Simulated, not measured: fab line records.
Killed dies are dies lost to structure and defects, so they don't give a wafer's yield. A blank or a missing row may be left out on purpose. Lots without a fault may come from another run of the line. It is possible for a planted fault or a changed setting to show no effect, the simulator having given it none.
fab line records	flow nand-harc
record lots=13	wafers=39	last-day=25
route steps=1159 shown P_ZERO_WELL@26 P_STI@100
lots with no fault: from the same line, run without faults
start-h: hours from the record's opening day to when the first of the lot's shown wafers began	wait-h: how many hours have passed since the lot's step before this one	" identical to the entry in the row above	L1.1+2: a row that stands for several wafers	- no value, or no start was given	* or withheld: withheld	< > ~ a bound
route shown NAME@n: a module of which the file shows steps, and the number in the route of the first	usual: the fault-free wafers' mean and standard deviation	same: alike in all rows	chamber/n: place in a boat	sites: the reading at each site	_std_site: standard deviation of those values	_edge_site: inner sites' mean taken away from outer sites' mean	radius-mm: for every site, how far away it sits from the centre of the wafer	mask NAME#n: copy n	behind: the last tool/chamber to shape the wafer	hold: reason for holding the lot/hours on hold/outcome of the hold	device: the transistor (n, p or np) that didn't switch	end of line: tests run on the same wafers once the route is complete	a step without rows: its recipe alone	killed: the dies lost at the first sort to structure and to defects; this is not the yield of the wafer	map: shows each die of a wafer: x if killed, . if not, _ if none is there
set.NAME: the run value of the setting; set.NAME@STEP: its run value at that earlier step	model.NAME: the simulator's own value behind a step, which no gauge read
a sample of lots followed through the steps of the route, with each step as a table and each wafer as a row
services: a tool's chamber out of use, with start hour (start-h, from the record's first day; less than 0 if before it), hours out, and reason
## steps
# step NHARC_P_ZERO_WELL_EXPOSE_21
# recipe na=0.6	target-cd-nm=720	dose-mj=22.31	mask-id=P_NWELL
# usual exposure-dose-mJ-cm2=22.305/0.022	stage-vel-mm-s=499.97/0.26
lot.wafer	tool	chamber	start-h	wait-h	mask	exposure-dose-mJ-cm2	stage-vel-mm-s
L194.1	krf-scanner-02	0	14.89	-	P_NWELL#0	22.344	500.43
L194.5	"	0	"	"	P_NWELL#0	22.294	500.16
L194.6	"	0	"	"	P_NWELL#0	22.295	500.04
L196.3	krf-scanner-02	0	26.75	-	P_NWELL#0	22.268	499.87
L196.4	"	0	"	"	P_NWELL#0	22.283	499.84
L196.5	"	0	"	"	P_NWELL#0	22.268	500.05
L197.3	krf-scanner-03	0	32.43	-	P_NWELL#0	22.318	499.98
L197.4	"	0	"	"	P_NWELL#0	22.324	499.94
L197.6	"	0	"	"	P_NWELL#0	22.329	500.10
L200.2	krf-scanner-02	0	50.36	-	P_HVPW#0	22.333	499.63
L200.5	"	0	"	"	P_HVPW#0	22.337	499.73
L200.6	"	0	"	"	P_HVPW#0	22.313	499.79
L201.1	krf-scanner-02	0	56.30	-	P_NWELL#0	22.295	500.05
L201.3	"	0	"	"	P_NWELL#0	22.297	500.23
L201.4	"	0	"	"	P_NWELL#0	22.325	500.10
L210.3	krf-scanner-03	0	110.46	-	P_NWELL#0	22.309	500.20
L210.5	"	0	"	"	P_NWELL#0	22.290	500.15
L210.6	"	0	"	"	P_NWELL#0	22.308	500.04
L211.1	krf-scanner-01	0	116.43	-	P_NWELL#0	22.317	500.05
L211.4	"	0	"	"	P_NWELL#0	22.293	500.04
L211.6	"	0	"	"	P_NWELL#0	22.300	500.04
L212.2	krf-scanner-01	0	122.33	-	P_NWELL#0	22.267	499.77
L212.3	"	0	"	"	P_NWELL#0	22.286	500.14
L212.6	"	0	"	"	P_NWELL#0	22.283	499.70
L213.3	krf-scanner-02	0	128.35	-	P_NWELL#0	22.317	499.71
L213.4	"	0	"	"	P_NWELL#0	22.267	499.50
L213.6	"	0	"	"	P_NWELL#0	22.280	499.67
L214.1	krf-scanner-01	0	134.55	-	P_NWELL#0	22.302	500.41
L214.3	"	0	"	"	P_NWELL#0	22.301	500.02
L214.4	"	0	"	"	P_NWELL#0	22.316	499.86
L215.2	krf-scanner-03	0	140.45	-	P_NWELL#0	22.302	500.02
L215.4	"	0	"	"	P_NWELL#0	22.340	500.20
L215.5	"	0	"	"	P_NWELL#0	22.321	499.89
L216.1	krf-scanner-03	0	146.34	-	P_NWELL#0	22.320	499.56
L216.2	"	0	"	"	P_NWELL#0	22.327	499.70
L216.5	"	0	"	"	P_NWELL#0	22.305	500.04
L217.2	krf-scanner-02	0	152.42	-	P_NWELL#0	22.334	499.67
L217.3	"	0	"	"	P_NWELL#0	22.326	499.85
L217.5	"	0	"	"	P_NWELL#0	22.312	499.58
# step NHARC_P_ZERO_WELL_CD_MEAS_24
# recipe target-cd-nm=720	landing-energy-ev=500
# usual cd-nm=720.5/2
# same landing-energy-ev=500
lot.wafer	tool	chamber	start-h	wait-h	cd-nm
L194.1	cd-sem-03	0	15.04	-	720.1
L194.5	"	0	"	"	721.0
L194.6	"	0	"	"	720.7
L196.3	cd-sem-02	0	26.90	-	722.2
L196.4	"	0	"	"	723.7
L196.5	"	0	"	"	722.3
L197.3	cd-sem-03	0	32.59	-	720.3
L197.4	"	0	"	"	717.6
L197.6	"	0	"	"	718.5
L200.2	cd-sem-01	0	50.51	-	-
L200.5	"	0	"	"	-
L200.6	"	0	"	"	-
L201.1	cd-sem-01	0	56.46	-	721.4
L201.3	"	0	"	"	720.3
L201.4	"	0	"	"	718.7
L210.3	cd-sem-02	0	110.61	-	721.3
L210.5	"	0	"	"	725.1
L210.6	"	0	"	"	724.6
L211.1	cd-sem-02	0	116.59	-	720.0
L211.4	"	0	"	"	720.8
L211.6	"	0	"	"	722.2
L212.2	cd-sem-03	0	122.48	-	715.6
L212.3	"	0	"	"	719.3
L212.6	"	0	"	"	719.4
L213.3	cd-sem-02	0	128.50	-	718.8
L213.4	"	0	"	"	722.3
L213.6	"	0	"	"	719.1
L214.1	cd-sem-02	0	134.71	-	719.1
L214.3	"	0	"	"	723.2
L214.4	"	0	"	"	720.0
L215.2	cd-sem-03	0	140.62	-	718.3
L215.4	"	0	"	"	723.8
L215.5	"	0	"	"	722.0
L216.1	cd-sem-03	0	146.50	-	719.9
L216.2	"	0	"	"	720.0
L216.5	"	0	"	"	718.9
L217.2	cd-sem-01	0	152.58	-	720.5
L217.3	"	0	"	"	720.7
L217.5	"	0	"	"	723.1
# step NHARC_P_ZERO_WELL_CD_MEAS_37
# recipe target-cd-nm=720	landing-energy-ev=500
# usual cd-nm=719.9/1.7
# same landing-energy-ev=500
lot.wafer	tool	chamber	start-h	wait-h	cd-nm
L194.1	cd-sem-02	0	16.68	-	721.0
L194.5	"	0	"	"	718.6
L194.6	"	0	"	"	720.8
L196.3	cd-sem-03	0	28.54	-	718.5
L196.4	"	0	"	"	720.7
L196.5	"	0	"	"	719.5
L197.3	cd-sem-03	0	34.25	-	720.4
L197.4	"	0	"	"	714.7
L197.6	"	0	"	"	717.7
L200.2	cd-sem-01	0	52.15	-	722.1
L200.5	"	0	"	"	721.1
L200.6	"	0	"	"	720.8
L201.1	cd-sem-03	0	58.09	-	720.7
L201.3	"	0	"	"	719.0
L201.4	"	0	"	"	720.7
L210.3	cd-sem-01	0	112.12	-	718.2
L210.5	"	0	"	"	721.7
L210.6	"	0	"	"	716.6
L211.1	cd-sem-02	0	118.24	-	719.4
L211.4	"	0	"	"	721.0
L211.6	"	0	"	"	721.2
L212.2	cd-sem-01	0	124.12	-	719.8
L212.3	"	0	"	"	721.3
L212.6	"	0	"	"	718.9
L213.3	cd-sem-03	0	130.02	-	718.7
L213.4	"	0	"	"	722.3
L213.6	"	0	"	"	720.0
L214.1	cd-sem-01	0	136.36	-	720.1
L214.3	"	0	"	"	720.5
L214.4	"	0	"	"	719.4
L215.2	cd-sem-02	0	142.28	-	724.6
L215.4	"	0	"	"	722.5
L215.5	"	0	"	"	723.4
L216.1	cd-sem-02	0	148.30	-	722.8
L216.2	"	0	"	"	720.2
L216.5	"	0	"	"	721.4
L217.2	cd-sem-03	0	154.21	-	720.3
L217.3	"	0	"	"	719.3
L217.5	"	0	"	"	718.5
# step NHARC_P_ZERO_WELL_DESCUM_54
# recipe time-s=3	o2-flow-sccm=200	ar-flow-sccm=0	bias-power-w=0	chemistry=O2
# usual drypump-motor-current-A=5.8/0.44	oes-product-au=0.999/0.0099	rf-vpp-V=57.9/0.94	showerhead-plenum-p-Torr=1.93/0.091	throttle-valve-pct=11.310/0.0093
lot.wafer	tool	chamber	start-h	wait-h	drypump-motor-current-A	oes-product-au	rf-hours-counter-h	rf-vpp-V	showerhead-plenum-p-Torr	throttle-valve-pct
L194.1	rie-diel-04	1	18.40	-	6.3	0.999	6	57.9	1.96	11.334
L194.6	"	2	"	"	6.3	1.013	-	57.3	1.93	11.297
L194.5	"	3	"	"	6.2	0.988	-	58.6	1.97	11.313
L196.3	rie-diel-04	3	30.34	-	6.2	0.990	7	58.0	1.97	11.307
L196.4	"	2	"	"	6.3	1.004	7	56.9	1.93	11.315
L196.5	"	3	"	"	6.2	0.983	-	58.2	1.97	11.319
L197.4	rie-diel-07	1	35.93	-	5.9	1.011	12	59.4	2.04	11.318
L197.3	"	3	"	"	5.4	1.024	12	56.9	1.86	11.336
L197.6	"	1	"	"	5.9	1.007	-	58.9	2.04	11.285
L200.2	rie-diel-11	1	53.99	-	6.6	0.996	2	57.4	1.81	11.301
L200.5	"	2	"	"	5.9	1.002	-	58.3	1.93	11.311
L200.6	"	3	"	"	5.1	1.014	-	59.2	2.06	11.305
L201.4	rie-diel-11	1	59.90	-	6.6	0.990	2	58.1	1.81	11.303
L201.3	"	2	"	"	5.9	0.999	1	59.0	1.93	11.311
L201.1	"	0	"	"	6.0	0.998	2	59.6	2.02	11.327
L210.3	rie-diel-11	0	113.95	-	6.0	1.000	4	57.3	2.02	11.312
L210.5	"	1	"	"	6.6	1.013	-	57.2	1.81	11.301
L210.6	"	2	"	"	5.9	1.021	-	58.9	1.93	11.304
L211.4	rie-diel-07	1	120.06	-	5.8	0.990	5	58.2	2.04	11.315
L211.1	"	2	"	"	5.7	0.996	5	57.1	1.79	11.312
L211.6	"	3	"	"	5.4	0.989	-	57.0	1.86	11.309
L212.3	rie-diel-07	0	125.84	-	5.3	1.000	6	57.8	1.98	11.314
L212.2	"	1	"	"	5.9	0.991	5	58.4	2.04	11.328
L212.6	"	3	"	"	5.4	0.987	-	56.8	1.86	11.317
L213.3	rie-diel-11	2	131.88	-	5.9	1.003	8	58.3	1.93	11.317
L213.4	"	1	"	"	6.6	1.012	-	58.2	1.81	11.297
L213.6	"	2	"	"	5.9	1.003	-	59.7	1.93	11.297
L214.1	rie-diel-11	2	138.06	-	5.9	1.006	8	58.8	1.93	11.314
L214.3	"	3	"	"	5.1	1.001	8	57.8	2.06	11.310
L214.4	"	2	"	"	5.9	1.002	-	59.0	1.93	11.306
L215.4	rie-diel-07	1	143.99	-	5.8	0.987	7	59.8	2.04	11.319
L215.2	"	0	"	"	5.3	1.004	8	58.4	1.98	11.317
L215.5	"	1	"	"	5.9	1.000	-	57.4	2.04	11.303
L216.1	rie-diel-07	3	150.25	-	5.4	0.995	8	56.5	1.86	11.297
L216.2	"	0	"	"	5.3	1.003	9	58.3	1.98	11.297
L216.5	"	2	"	"	5.7	0.990	-	57.5	1.79	11.306
L217.3	rie-diel-11	2	156.03	-	5.9	1.014	9	56.8	1.93	11.303
L217.2	"	0	"	"	6.0	1.004	7	57.5	2.02	11.336
L217.5	"	2	"	"	5.9	1.013	-	58.1	1.93	11.299
# step NHARC_P_STI_CMP_21
# recipe t-overpolish-s=20	target-thk-nm=380.67
# usual motor-current-A=11.4/1.3	overpolish-run-s=20.000/0.0084
lot.wafer	tool	chamber	start-h	wait-h	motor-current-A	overpolish-run-s
L194.1	cmp-02	1	55.09	0.4	10.1	20.019
L194.6	"	0	"	"	11.1	20.001
L194.5	"	1	"	"	9.7	20.007
L196.4	cmp-02	2	68.73	0.4	10.2	20.002
L196.3	"	3	"	"	11.6	19.997
L196.5	"	2	"	"	10.2	20.008
L197.3	cmp-02	2	76.13	0.4	10.1	20.023
L197.4	"	0	"	"	10.6	19.975
L197.6	"	1	"	"	9.4	20.005
L201.1	cmp-02	1	92.50	0.4	10.1	19.994
L201.3	"	2	"	"	10.7	20.000
L201.4	"	3	"	"	12.0	19.993
L210.3	cmp-04	3	152.37	0.4	12.1	19.991
L210.6	"	3	"	"	12.8	20.014
L210.5	"	0	"	"	11.3	20.001
L211.1	cmp-01	1	164.61	0.4	11.7	19.997
L211.4	"	3	"	"	11.6	19.997
L211.6	"	0	"	"	13.0	20.009
L212.2	cmp-04	3	164.61	0.4	11.9	19.998
L212.3	"	1	"	"	12.6	19.995
L212.6	"	2	"	"	9.8	20.011
L213.4	cmp-01	0	169.92	0.4	12.6	20.006
L213.3	"	1	"	"	11.3	20.020
L213.6	"	2	"	"	13.1	20.001
L214.4	cmp-01	2	177.46	0.4	13.8	20.004
L214.3	"	3	"	"	11.9	20.001
L214.1	"	1	"	"	11.0	19.999
L216.2	cmp-04	1	183.34	0.4	12.2	20.007
L216.1	"	3	"	"	12.4	19.992
L216.5	"	0	"	"	11.0	19.992
L215.4	cmp-02	3	183.37	0.4	11.7	20.012
L215.2	"	0	"	"	10.6	19.979
L215.5	"	1	"	"	10.1	19.996
L217.3	cmp-04	3	196.15	0.4	12.6	20.000
L217.2	"	0	"	"	11.7	20.014
L217.5	"	2	"	"	9.4	20.008
## services
tool	chamber	start-h	hours	kind
cmp-02	-	-3.15	12.4	repair
rie-diel-11	3	-0.68	14.5	repair
krf-scanner-03	-	-0.13	4.0	pm
rie-diel-07	0	1.52	4.7	repair
cmp-04	-	7.00	4.0	pm
krf-scanner-02	-	8.70	0.6	repair
rie-diel-11	-	12.50	9.0	pm
cmp-02	-	12.51	1.8	repair
cmp-02	-	14.76	35.9	repair
krf-scanner-02	-	38.00	4.0	pm
rie-diel-07	-	51.20	9.0	pm
cmp-04	-	52.17	9.2	repair
rie-diel-11	0	74.20	17.4	repair
cmp-04	-	75.21	3.2	repair
cmp-04	-	81.19	1.4	repair
krf-scanner-03	-	101.11	0.6	repair
cmp-04	-	105.00	4.0	pm
cmp-02	-	123.36	1.9	repair
rie-diel-11	0	124.39	23.1	repair
cmp-04	-	135.52	11.2	repair
krf-scanner-02	-	141.99	0.5	repair
rie-diel-07	0	144.38	1.3	repair
cmp-02	-	148.61	4.0	pm
rie-diel-11	-	189.50	9.0	pm
## key
first-sign step=NHARC_P_ZERO_WELL_EXPOSE_21	reading=mask	direction=changed
effect step=NHARC_P_ZERO_WELL_CD_MEAS_24	reading=cd-nm	direction=missing
met-at NHARC_P_ZERO_WELL_EXPOSE_21
struck-lots L200
later-rows-left-out L200.2,L200.5,L200.6
sort-left-out L200.2,L200.5,L200.6
tester-left-out L200
not-acting-at NHARC_P_ZERO_WELL_CD_MEAS_37,NHARC_P_ZERO_WELL_DESCUM_54,NHARC_P_STI_CMP_21
onset-between 26.75 50.36
fault kind=wrong-mask	tool=any	chamber=-	onset-h=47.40	steps=NHARC_P_ZERO_WELL_EXPOSE_21	aux-copy=P_HVPW#0	scope=struck-lots-only
# tester-left-out: of these lots the tester's yield and bins aren't shown, on N5 and GAA mostly nor the transistor test; their killed dies are dies lost to structure and defects alone, not to doping, threshold or leakage, so they don't give the yield
# sort-left-out: the simulated sort isn't trusted on such a fault, so these wafers' sort isn't shown, and their yield isn't known
# later-rows-left-out: the simulator's readings of these wafers behind a module that went badly wrong aren't trusted and aren't shown, but for the sort
